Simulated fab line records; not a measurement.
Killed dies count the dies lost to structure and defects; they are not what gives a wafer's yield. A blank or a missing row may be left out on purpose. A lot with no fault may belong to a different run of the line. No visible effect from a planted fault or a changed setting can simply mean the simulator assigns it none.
A struck lot beside a sound one    flow n5Finfet    39 out of 1938 route steps
Sound: these wafers, L902.2, L902.3, L902.5. Struck: wafer L897.2 (left out: L897.5, a lot-mate that was not struck); the cause follows at the end.
For every step that has rows: the tool of each side, followed by ch and its chambers, followed by its first start. Under that, the readings that differ: sound wafers    struck wafers    difference of the means    sigmas: that difference in standard deviations of wafers without a fault.
alike: readings with means less than 2 such deviations apart, plus words and numbers identical on both sides. not compared: withheld readings, readings lacking a value on some wafer, bounds such as >300 that could conceal the same value, and numbers that have no deviation in the record and whose values overlap.
The two part at a step that has a row with sigmas, a row that says differs or no value, or rows on one side only. Numbers that don't overlap but have no deviation are shown without sigmas and don't part them. Lack of a reading on every wafer of one side parts them only where that side has two or more wafers.

first, 9 steps without rows for these wafers: N5_MOL_CONTACT_COAG_PRE_CLEAN_142 (time 60 s); N5_MOL_CONTACT_COAG_SPUTTER_130 (material Co, target thk 47.5 nm); N5_MOL_CONTACT_COAG_PRECLEAN_125 (cleans in DIW, time 57.5 s); N5_MOL_CONTACT_COAG_SRD_126 (dry time 32 s); N5_MOL_CONTACT_COAG_CMP_23 (polishes, stops on SiO2, t overpolish 1.5 s, target thk 0 nm); N5_MOL_CONTACT_COAG_WET_ETCH_26 (target Co, target depth 13 nm); N5_MOL_CONTACT_COAG_WET_ETCH_116 (etches the open film in SC1-inhibited, target depth 4.6 nm, rinse time 30 s); N5_MOL_CONTACT_COAG_ALD_27 (deposits SiOC, target thk 17 nm, pulse time 1.5 s, time 2720 s); N5_MOL_CONTACT_COAG_CMP_28 (polishes, stops on SiNx, t overpolish 0.85 s, target thk 14.522 nm).
N5_MOL_CONTACT_COAG_ALD_123: deposits SiNx, target thk 5 nm, pulse time 1 s, purge time 2 s.
  sound on aldSin-01 ch 1,2,3, day 9 23:23; struck on aldSin-02 ch 0, day 8 18:10
reading                                            sound              struck  difference  sigmas
aldCycles                                          100 100 100        177     +77         
precursorPulseHeightRel                            1.005 0.994 0.969  1.032   +0.043      +2
model.SiNx_of_MOL_CONTACT_COAG_ALD_123.thkNm (nm)  5 5 5              8.8     +3.8        
  alike: chamberPressureTorr, heaterPowerW
then, 26 steps without rows for these wafers: N5_MOL_CONTACT_COAG_PECVD_31 (deposits SiO2 from TEOS/O2, target thk 46 nm, time 8.9 s); N5_MOL_CONTACT_COAG_COAT_75 (time 60 s, resist thk 60 nm); N5_MOL_CONTACT_COAG_COAT_76 (time 60 s, resist thk 10 nm); N5_MOL_CONTACT_COAG_COAT_77 (time 60 s, resist thk 10 nm); N5_MOL_CONTACT_COAG_COAT_78 (resist thk 40 nm); N5_MOL_CONTACT_COAG_EBR_80; N5_MOL_CONTACT_COAG_SOFTBAKE_79 (time 60 s); N5_MOL_CONTACT_COAG_EXPOSE_81 (exposes mask VG, defocus 0 nm); N5_MOL_CONTACT_COAG_PEB_82 (peb time 60 s); N5_MOL_CONTACT_COAG_DEVELOP_83 (develop time 30 s); N5_MOL_CONTACT_COAG_DESCUM_88 (chemistry O2, time 7 s); N5_MOL_CONTACT_COAG_ETCH_89 (etches underlayer in N2/H2, target depth 13 nm, time 10.4 s); N5_MOL_CONTACT_COAG_ETCH_90 (etches SiARC in CF4, target depth 13 nm, time 21.7 s); N5_MOL_CONTACT_COAG_ALD_131 (deposits SiO2, target thk 5 nm, pulse time 1 s, co reactant pulse time 1 s); N5_MOL_CONTACT_COAG_ETCHBACK_132 (etches SiO2 in CHF3, target depth 10 nm, time 6.7 s); N5_MOL_CONTACT_COAG_ETCH_91 (etches SOC in N2/H2, target depth 60 nm, overetch 21 nm, time 101.2 s); N5_MOL_CONTACT_COAG_STRIP_92 (strips in N2/H2); N5_MOL_CONTACT_COAG_STRIP_93 (strips in N2/H2); N5_MOL_CONTACT_COAG_ETCHBACK_135 (etches SiO2 in CHF3, target depth 25 nm, time 16.7 s); N5_MOL_CONTACT_COAG_STRIP_118 (strips in CHF3); N5_MOL_CONTACT_COAG_VIA_ETCH_46 (etches SiO2 in C4F6/O2, target depth 46 nm, overetch 9.2 nm, time 40 s); N5_MOL_CONTACT_COAG_STRIP_96 (strips in N2/H2); N5_MOL_CONTACT_COAG_ETCH_47 (etches SiNx in CH3F/O2, stops on W, target depth 27 nm); N5_MOL_CONTACT_COAG_STRIP_119 (strips in N2/H2, time 30 s); N5_MOL_CONTACT_COAG_PRECLEAN_144 (cleans in alkaline clean, time 60 s); N5_MOL_CONTACT_COAG_SRD_145 (time 30 s).
N5_MOL_CONTACT_COAG_ETCH_124: etches SiNx in CH3F/O2, stops on SiOC, target depth 6.5 nm.
  sound on rieDiel-04 ch 0,1,2, day 10 02:43; struck on rieDiel-01 ch 2, day 8 23:26
reading                  sound          struck  difference  sigmas
model.etch.depthNm (nm)  5 4.978 4.996  6.41    +1.42       
  alike: O2_flow_sccm, drypumpMotorCurrentA, oes_f_703_au, oesProductAu, rfFwdPowerW, rfVppV, showerheadPlenumPTorr, throttleValvePct
  not compared: rfHoursCounterH
N5_BEOL_M4_RC_MEAS_101:
  the record has rows for the sound wafers here (prober-01 ch 0, day 14 23:59) and none for the struck ones
-- the record jumps here: 10 days lie between the struck wafers' starts before and after (it left off in module BEOL_M4 and takes up again in module PASSIVATION, whose first step shown is number 1936 of the route) --
N5_PASSIVATION_PROBE_49:
  sound: prober-01 at day 19 13:22; struck: prober-02 at day 18 19:35
reading                  sound           struck  difference  sigmas
defectLimitedYield (%)   90.5 91.6 91.9  0       -91         -65
killed_at_M0_to_M3       40 32 42        15      -23         -2
killedAtContacts         6 11 1          1115    +1109       +99 or more
killedDies               112 99 96       1180    +1078       +63
killedOnRim              14 8 11         152     +141        +35
killedShort              51 37 32        23      -17         -2
sort_bin_5_function (%)  5.3 5.4 4.9     97.5    +92.3       +95
sortNPass                1068 1081 1084  0       -1078       -63
sortYieldPct (%)         90.5 91.6 91.9  0       -91         -65
  alike: killed_at_M4_up, killedAtFrontEnd, killedAtOther, killedOpen, sort_bin_6_memory

== WHERE THEY PART ==
First at N5_MOL_CONTACT_COAG_ALD_123; last, within this record, at N5_PASSIVATION_PROBE_49.

WHY: what had been put in by the simulator
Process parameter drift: aldSin-02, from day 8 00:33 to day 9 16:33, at N5_MOL_CONTACT_COAG_ALD_123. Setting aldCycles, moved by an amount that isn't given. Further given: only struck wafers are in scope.
